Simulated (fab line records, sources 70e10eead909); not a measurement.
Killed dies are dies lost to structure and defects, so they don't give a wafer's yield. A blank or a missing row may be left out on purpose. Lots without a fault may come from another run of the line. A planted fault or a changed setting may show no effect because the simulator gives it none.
Struck lot and sound lot, side by side || flow nand harc || 17 steps out of a route of 1159
Sound: these wafers, L320.2, L320.3, L320.5. Struck: wafer L328.6. (L328.2, L328.5 of the same lot were not struck and are left out.) The cause comes at the end.
For every step that has rows: the tool of each side, followed by ch and its chambers, followed by its first start. Under that, the readings that differ: sound wafers || struck wafers || difference of the means || sigmas: that difference in standard deviations of wafers without a fault.
alike: words and numbers the same on both sides, and readings whose means are apart by under 2 such deviations; not compared: readings that were withheld, readings missing a value for some wafer, numbers with overlapping values and no deviation given by the record, and bounds like >300 which may hide the same value.
The two part at a step that has a row with sigmas, a row that says differs or no value, or rows on one side only. Non-overlapping numbers with no deviation appear without sigmas and do not part them. Lack of a reading on every wafer of one side parts them only where that side has two or more wafers.

NHARC_P_M2_INSPECT_11:
  sound on defect inspect-01 at day 6 18:52; struck on defect inspect-01 at day 8 17:16
  alike: raw defect count
NHARC_P_M2_DESCUM_14: chemistry O2, time 3 s.
  sound on rie diel-03 ch 0,2,3, day 6 18:56; struck on rie diel-03 ch 1, day 8 17:20
{"reading": "oes product au (a.u.)", "sound": "1.006 0.997 1.004", "struck": 1.018, "difference": "+0.016", "sigmas": "+2"}
  alike: drypump motor current A, rf vpp V, showerhead plenum p Torr, throttle valve pct
  not compared: rf hours counter h
then, 2 steps without rows for these wafers: NHARC_P_M2_ETCH_35 (etches the open film in N2/H2, target depth 40 nm, overetch 12 nm, time 43.94 s); NHARC_P_M2_ETCH_15 (etches the open film in C4F8/Ar, target depth 182.5 nm, time 91.2 s).
NHARC_P_M2_CD_MEAS_16:
  sound on cd sem-02 at day 6 19:13; struck on cd sem-01 at day 8 17:37
  alike: cd nm
then, 3 steps without rows for these wafers: NHARC_P_M2_STRIP_18 (strips in N2/H2); NHARC_P_M2_ETCH_28 (etches the open film in CF4/N2, target depth 30 nm, time 72.99 s); NHARC_P_M2_STRIP_19 (strips in post etch residue remover, time 600 s).
NHARC_P_M2_DEGAS_29: time 60 s.
  sound on pvd sputter-01 at day 6 19:56; struck on pvd sputter-02 at day 8 18:20
  alike: heater power w
NHARC_P_M2_PRE_CLEAN_30: time 30 s.
  sound on pvd sputter-01; struck on pvd sputter-02
  alike: heater power w
NHARC_P_M2_PVD_20: deposits TaN, target thk 5 nm, time 8.06 s.
  sound on pvd sputter-01; struck on pvd sputter-02
{"reading": "throttle valve pct (%)", "sound": "31.5 30.8 30.9", "struck": 28.0, "difference": -3.1, "sigmas": -3}
NHARC_P_M2_PVD_21: deposits Cu, target thk 30 nm, time 20.49 s.
  sound on pvd sputter-01; struck on pvd sputter-02
  alike: throttle valve pct
NHARC_P_M2_ECD_22: material Cu, target thk 400 nm.
  sound on ecd cu-02 ch 0,1, day 6 20:17; struck on ecd cu-01 ch 0,1, day 8 18:53
then, 1 step without rows for these wafers: NHARC_P_M2_ANNEAL_31 (time 90 s).
NHARC_P_M2_CMP_23: polishes, t overpolish 20 s, target thk 144.3 nm.
  sound on cmp-04 ch 1,2,3, day 6 21:01; struck on cmp-01 ch 0, day 8 19:40
{"reading": "time to endpoint s (s)", "sound": "30.0 30.4 31.3", "struck": 46.6, "difference": "+16.0", "sigmas": "+8"}
  alike: motor current A
NHARC_P_M2_THK_MEAS_24: measures by xrf.
  sound on film metro-01 at day 6 21:20; struck on film metro-02 at day 8 19:54
  alike: thk nm
next, for these wafers, 1 step has no rows: NHARC_END_SORT_01.

WHERE THEY PART
Last at NHARC_P_M2_CMP_23 as far as this record goes, first at NHARC_P_M2_DESCUM_14. Later steps at which nothing parts them and some readings are alike: NHARC_P_M2_THK_MEAS_24.

WHY: whatever the simulator had introduced
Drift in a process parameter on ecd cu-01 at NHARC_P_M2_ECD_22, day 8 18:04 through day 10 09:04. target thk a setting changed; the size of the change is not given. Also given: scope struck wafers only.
